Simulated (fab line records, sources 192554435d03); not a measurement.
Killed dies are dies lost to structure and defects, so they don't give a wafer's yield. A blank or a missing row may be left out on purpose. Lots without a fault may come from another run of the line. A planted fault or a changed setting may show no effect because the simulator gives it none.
Which tool did it? | flow n5_finfet | 11 lots, 31 wafers sampled, at 2 steps of a route of 1938

WHAT THE GAUGES READ, wafer by wafer
N5_PASSIVATION_OVL_MEAS_60.
lot  | measured     | on         | TV_OVL (nm)
L681 | day 12 04:42 | overlay-02 | 4 2 1
L680 | day 12 07:52 | overlay-02 | -6 -4 1
L682 | day 12 16:30 | overlay-01 | -10 -8 -2
L683 | day 12 20:32 | overlay-02 | -9 3
L684 | day 12 21:38 | overlay-01 | 2 2 0
L685 | day 13 09:56 | overlay-01 | 10 4 8
L686 | day 13 10:06 | overlay-02 | -1 3 0
L688 | day 13 22:53 | overlay-02 | -1 5 10
L696 | day 16 15:56 | overlay-01 | 6 0 4
L697 | day 17 03:32 | overlay-01 | 6 0 -1
L702 | day 18 12:52 | overlay-01 | -3 -10

WHICH TOOL RAN EACH LOT (tool, then ch and the chambers of the sampled wafers, then the start)
lot  | N5_MIM_BOT_ETCH_STRIP_01
L681 | rie_diel-05 ch 0,2,3, day 12 03:25
L680 | rie_diel-04 ch 0,1, day 12 06:25
L682 | rie_diel-03 ch 0,1, day 12 13:38
L683 | rie_diel-05 ch 0,2, day 12 19:04
L684 | rie_diel-03 ch 2,3, day 12 20:19
L685 | rie_diel-04 ch 1,3, day 13 08:44
L686 | rie_diel-05 ch 0,1, day 13 08:59
L688 | rie_diel-04 ch 1,2,3, day 13 19:31
L696 | rie_diel-05 ch 0,2,3, day 16 13:01
L697 | rie_diel-04 ch 1,2, day 16 23:23
L702 | rie_diel-03 ch 0,3, day 18 11:41
- N5_MIM_BOT_ETCH_STRIP_01: strips in O2.

WHAT THE TOOLS THEMSELVES READ (means of the sampled wafers that have a number; where no wafer has one, the mark that the record gives instead)
N5_MIM_BOT_ETCH_STRIP_01.
lot  | tool        | drypump_motor_current_A (A) | oes_product_au (a.u.) | rf_vpp_V (V) | showerhead_plenum_p_Torr (Torr) | throttle_valve_pct (%)
L681 | rie_diel-05 | 6.0                         | 0.80                  | 3.7          | 2.09                            | 16.59
L680 | rie_diel-04 | 5.3                         | 0.82                  | 3.7          | 2.10                            | 16.59
L682 | rie_diel-03 | 5.9                         | 0.76                  | 3.4          | 2.09                            | 16.90
L683 | rie_diel-05 | 6.0                         | 0.81                  | 6.0          | 2.02                            | 16.60
L684 | rie_diel-03 | 5.3                         | 0.70                  | 3.8          | 2.03                            | 16.72
L685 | rie_diel-04 | 5.0                         | 0.75                  | 4.7          | 2.06                            | 16.81
L686 | rie_diel-05 | 6.3                         | 0.88                  | 5.2          | 2.18                            | 16.68
L688 | rie_diel-04 | 5.5                         | 0.84                  | 3.9          | 2.16                            | 16.76
L696 | rie_diel-05 | 6.0                         | 0.76                  | 3.6          | 2.07                            | 16.62
L697 | rie_diel-04 | 5.7                         | 0.89                  | 2.0          | 2.25                            | 16.77
L702 | rie_diel-03 | 5.5                         | 0.82                  | 3.8          | 2.14                            | 16.59

THE ANSWER, worked out from the rows above alone
Rule: what is usual is taken from the lots themselves. Put in order of their means at a reading, lots are off if they are a third of the lots or fewer, leave a main group of 4 or more, and stand apart from it by a gap of 3 or more times the standard deviation of the main group's means; of several such gaps the widest counts. A main group whose means are all the same, to the digits that the tables above print for the reading, isn't used. A lot without any number at a reading at which 4 lots or more have one is off too. The other lots that the step has rows for count as sound. The gauges are gone through in route order, then the tools' own readings, and for those a lot's mean is taken as printed above. The first step at which some lot is off is used, and at that step the reading that is off furthest; a lot without a number counts as furthest.
No lot is off at any reading shown: from this, nothing can be told.

WHAT THE SIMULATOR HAD PUT IN
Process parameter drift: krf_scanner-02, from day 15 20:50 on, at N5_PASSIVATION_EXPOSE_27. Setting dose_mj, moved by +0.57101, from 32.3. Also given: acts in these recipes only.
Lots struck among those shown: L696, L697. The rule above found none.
